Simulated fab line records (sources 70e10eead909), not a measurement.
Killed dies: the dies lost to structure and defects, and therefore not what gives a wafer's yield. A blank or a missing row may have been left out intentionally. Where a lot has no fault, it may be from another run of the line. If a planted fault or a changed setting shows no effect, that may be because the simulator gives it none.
Which of the tools did it? || flow nand harc || 11 lots, 33 wafers sampled, at 2 steps of a route of 1159

WHAT THE GAUGES READ, wafer by wafer
NHARC_P_STI_CD_MEAS_09: the cd target is 200 nm.
{"lot": "L697", "measured": "day 2 15:21", "on": "cd sem-02", "cd nm (nm)": "199.3 200.0 201.6"}
{"lot": "L699", "measured": "day 3 02:24", "on": "cd sem-03", "cd nm (nm)": "197.8 200.7 198.4"}
{"lot": "L701", "measured": "day 3 16:57", "on": "cd sem-02", "cd nm (nm)": "202.8 201.7 198.0"}
{"lot": "L702", "measured": "day 3 23:37", "on": "cd sem-02", "cd nm (nm)": "201.5 202.2 204.1"}
{"lot": "L706", "measured": "day 4 23:56", "on": "cd sem-01", "cd nm (nm)": "249.4 252.0 251.5 249.7 251.8 251.4"}
{"lot": "L707", "measured": "day 5 04:43", "on": "cd sem-01", "cd nm (nm)": "201.3 203.8 202.7"}
{"lot": "L712", "measured": "day 6 08:30", "on": "cd sem-02", "cd nm (nm)": "237.1 241.9 241.9 237.4 242.1 242.1"}
{"lot": "L713", "measured": "day 6 18:31", "on": "cd sem-01", "cd nm (nm)": "202.3 201.5 200.6"}
{"lot": "L714", "measured": "day 7 02:01", "on": "cd sem-01", "cd nm (nm)": "201.5 200.2 201.8"}
{"lot": "L715", "measured": "day 7 01:51", "on": "cd sem-01", "cd nm (nm)": "200.9 200.5 205.1"}
{"lot": "L717", "measured": "day 7 13:21", "on": "cd sem-03", "cd nm (nm)": "201.2 201.9 204.9"}

WHAT TOOL EACH LOT RAN ON (gives the tool, then ch and the chambers of the sampled wafers, and finally the start)
{"lot": "L697", "NHARC_P_STI_EXPOSE_06": "krf scanner-04 ch 0, day 2 15:12"}
{"lot": "L699", "NHARC_P_STI_EXPOSE_06": "krf scanner-04 ch 0, day 3 02:16"}
{"lot": "L701", "NHARC_P_STI_EXPOSE_06": "krf scanner-04 ch 0, day 3 16:49"}
{"lot": "L702", "NHARC_P_STI_EXPOSE_06": "krf scanner-03 ch 0, day 3 23:28"}
{"lot": "L706", "NHARC_P_STI_EXPOSE_06": "krf scanner-03 ch 0, day 4 23:47"}
{"lot": "L707", "NHARC_P_STI_EXPOSE_06": "krf scanner-01 ch 0, day 5 04:34"}
{"lot": "L712", "NHARC_P_STI_EXPOSE_06": "krf scanner-03 ch 0, day 6 08:20"}
{"lot": "L713", "NHARC_P_STI_EXPOSE_06": "krf scanner-04 ch 0, day 6 18:22"}
{"lot": "L714", "NHARC_P_STI_EXPOSE_06": "krf scanner-04 ch 0, day 7 01:52"}
{"lot": "L715", "NHARC_P_STI_EXPOSE_06": "krf scanner-01 ch 0, day 7 01:43"}
{"lot": "L717", "NHARC_P_STI_EXPOSE_06": "krf scanner-04 ch 0, day 7 13:12"}
- NHARC_P_STI_EXPOSE_06: exposes mask P STI, target cd 200 nm.

THE ANSWER, worked out from the rows above alone
Rule: usual is defined by the lots themselves. The widest of any qualifying gaps counts: lots, ordered by their means at a reading, are off when they make up no more than a third of the lots, leave a main group of 4 or more, and stand apart from it by 3 or more times the standard deviation of that group's means. A main group whose means are all the same, to the digits that the tables above print for the reading, isn't used. A lot without any number at a reading at which 4 lots or more have one is off too. Where the step has rows for the other lots, those lots are counted as sound.
Off: L706, L712, at NHARC_P_STI_CD_MEAS_09 (cd nm). For the main group the mean is 201.4 nm and the standard deviation 1.2.
A tool fits if, at a process step before that reading, it ran every lot that is off, and no sound lot after the first of them. The gauges at NHARC_P_STI_CD_MEAS_09 are tried like those tools. One fits: NHARC_P_STI_EXPOSE_06 on krf scanner-03. A fault onset in the window from L702 (day 3 23:28, its last sound lot) to L706 (day 4 23:47, its first lot off) fits.

WHAT WAS PUT IN BY THE SIMULATOR
Drift in process parameters on krf scanner-03 at NHARC_P_STI_EXPOSE_06, starting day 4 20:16. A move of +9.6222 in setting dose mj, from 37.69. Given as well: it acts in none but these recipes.
Lots struck among those shown: L706, L712. The same result came from the rule above.
